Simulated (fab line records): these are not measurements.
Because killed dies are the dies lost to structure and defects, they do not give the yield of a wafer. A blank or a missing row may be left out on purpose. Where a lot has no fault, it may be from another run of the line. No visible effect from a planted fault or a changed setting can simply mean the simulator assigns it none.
Chamber matching | flow n5-finfet | N5_GATE_CUT_STRIP_41 on rie-diel-03: 3 sister chambers
The step strips in CF4. 16 wafers are shown with their chamber, then 6 later ones without.

WAFERS WITH THEIR CHAMBER
wafer  | chamber | drypump-motor-current-A (A) | showerhead-plenum-p-Torr (Torr) | throttle-valve-pct (%)
L074.1 | 1       | 5.21                        | 1.67                            | 13.30
L074.2 | 3       | 5.69                        | 1.78                            | 13.83
L074.3 | 0       | 5.54                        | 1.78                            | 13.50
L078.2 | 0       | 5.57                        | 1.78                            | 13.51
L078.5 | 0       | 5.59                        | 1.78                            | 13.49
L078.6 | 1       | 5.21                        | 1.67                            | 13.31
L081.1 | 3       | 5.69                        | 1.78                            | 13.88
L081.3 | 1       | 5.22                        | 1.67                            | 13.33
L081.6 | 1       | 5.21                        | 1.67                            | 13.33
L085.1 | 3       | 5.69                        | 1.78                            | 13.88
L085.2 | 1       | 5.24                        | 1.66                            | 13.35
L085.6 | 3       | 5.70                        | 1.78                            | 13.90
L092.1 | 0       | 5.57                        | 1.78                            | 13.55
L092.3 | 3       | 5.70                        | 1.77                            | 13.93
L092.5 | 1       | 5.21                        | 1.66                            | 13.34
L095.2 | 1       | 5.21                        | 1.66                            | 13.37

SIGNATURES, as means of the wafers listed above
reading                  | chamber 0 | chamber 1 | chamber 3 | scatter within a chamber
drypump-motor-current-A  | 5.5675    | 5.2157    | 5.6940    | 0.0129
showerhead-plenum-p-Torr | 1.7800    | 1.6657    | 1.7780    | 0.0044
throttle-valve-pct       | 13.5125   | 13.3329   | 13.8840   | 0.0287
Rule: for a wafer and a chamber, the distance is found by dividing, reading by reading, the gap between the wafer's reading and the chamber's mean by the reading's scatter, squaring, summing and taking the root. If the next closest chamber is less than 2 further off than the closest, the wafer can't be placed; otherwise it belongs to the closest. How the scatter is found: for the shown wafers, subtract from each reading the mean of its chamber, square and add these, divide the total by (wafers less chambers), then take the root.

WAFERS WHOSE CHAMBER IS MISSING
wafer  | drypump-motor-current-A (A) | showerhead-plenum-p-Torr (Torr) | throttle-valve-pct (%)
L095.5 | 5.70                        | 1.77                            | 13.93
L095.6 | 5.53                        | 1.78                            | 13.55
L096.2 | 5.70                        | 1.77                            | 13.91
L096.3 | 5.21                        | 1.66                            | 13.40
L097.2 | 5.59                        | 1.78                            | 13.55
L097.6 | 5.60                        | 1.78                            | 13.56

EACH ONE'S CHAMBER
wafer  | from the rows above | in truth
L095.5 | 3                   | 3
L095.6 | 0                   | 0
L096.2 | 3                   | 3
L096.3 | 1                   | 1
L097.2 | 0                   | 0
L097.6 | 0                   | 0
Correctly placed: 6 of 6. Left unplaced by these rows: 0. Wrongly placed: 0.
